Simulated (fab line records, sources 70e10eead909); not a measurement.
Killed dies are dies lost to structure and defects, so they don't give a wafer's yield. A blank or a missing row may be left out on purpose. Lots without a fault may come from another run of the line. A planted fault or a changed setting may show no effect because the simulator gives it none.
A struck lot beside a sound one | flow nand_harc | 14 steps out of a route of 1302
Sound: wafers L490.2, L490.3, L490.6. Struck: wafers L492.1, L492.2, L492.6. The cause comes at the end.
At each step with rows: each side's tool, then ch and its chambers, then its first start. Under that, the readings that differ: sound wafers | struck wafers | difference of the means | sigmas: that difference in standard deviations of wafers without a fault.
alike: readings whose means differ by less than 2 such deviations, and words and numbers that are the same on both sides. not compared: withheld readings, readings that some wafer has no value for, bounds like >300 that may hide the same value, and numbers for which the record gives no deviation and whose values overlap.
The two part at a step that has a row with sigmas, a row that says differs or no value, or rows on one side only. Numbers that don't overlap but have no deviation are shown without sigmas and don't part them. A reading that every wafer of one side lacks parts them only if that side has two wafers or more.

NHARC_P_M2_PRE_CLEAN_32: time 12 s.
  sound on pecvd-03 ch 0,2, day 13 02:39; struck on pecvd-03 ch 0,2, day 13 18:25
  alike: heater_power_outer_w, heater_power_w
NHARC_P_M2_DEP_33: deposits SiCN, target thk 30 nm.
  sound on pecvd-03 ch 0,2, day 13 02:46; struck on pecvd-03 ch 0,2, day 13 18:31
  alike: heater_power_outer_w, heater_power_w
NHARC_P_BONDPAD_DEP_00: deposits SiCN, target thk 250 nm.
  sound on pecvd-01 ch 0,1, day 13 03:06; struck on pecvd-01 ch 0,1, day 13 18:53
  alike: heater_power_outer_w, heater_power_w
NHARC_P_BONDPAD_CMP_32: polishes SiCN, target thk 200 nm.
  sound on cmp-02 ch 1,2,3, day 13 03:32; struck on cmp-01 ch 0,2,3, day 13 19:18
  alike: motor_current_A
NHARC_P_BONDPAD_THK_MEAS_33: measures by ellipsometry.
  sound on film_metro-02, day 13 03:46; struck on film_metro-01, day 13 19:33
  alike: thk_nm
then, 7 steps without rows for these wafers: NHARC_P_BONDPAD_SRD_34; NHARC_P_BONDPAD_DEHYDRATE_01 (time 120 s); NHARC_P_BONDPAD_HMDS_02 (time 30 s); NHARC_P_BONDPAD_COAT_36 (time 65 s); NHARC_P_BONDPAD_COAT_03 (resist thk 600 nm); NHARC_P_BONDPAD_SOFTBAKE_04 (time 70 s); NHARC_P_BONDPAD_EBR_05.
NHARC_P_BONDPAD_EXPOSE_06: exposes mask P BPAD.
  sound on krf_scanner-01 ch 0, day 13 04:11; struck on krf_scanner-01, day 13 19:58
  no value came back on the struck wafers for exposure_dose_mJ_cm2, focus_offset_nm (nm); on the sound wafers exposure_dose_mJ_cm2 reads 37.41 37.48 37.41
  alike: mask
then, 1 step without rows for these wafers: NHARC_P_BONDPAD_PEB_07 (peb time 80 s).

WHERE THEY PART
Only at NHARC_P_BONDPAD_EXPOSE_06, within this record.

WHY: what the simulator had put in
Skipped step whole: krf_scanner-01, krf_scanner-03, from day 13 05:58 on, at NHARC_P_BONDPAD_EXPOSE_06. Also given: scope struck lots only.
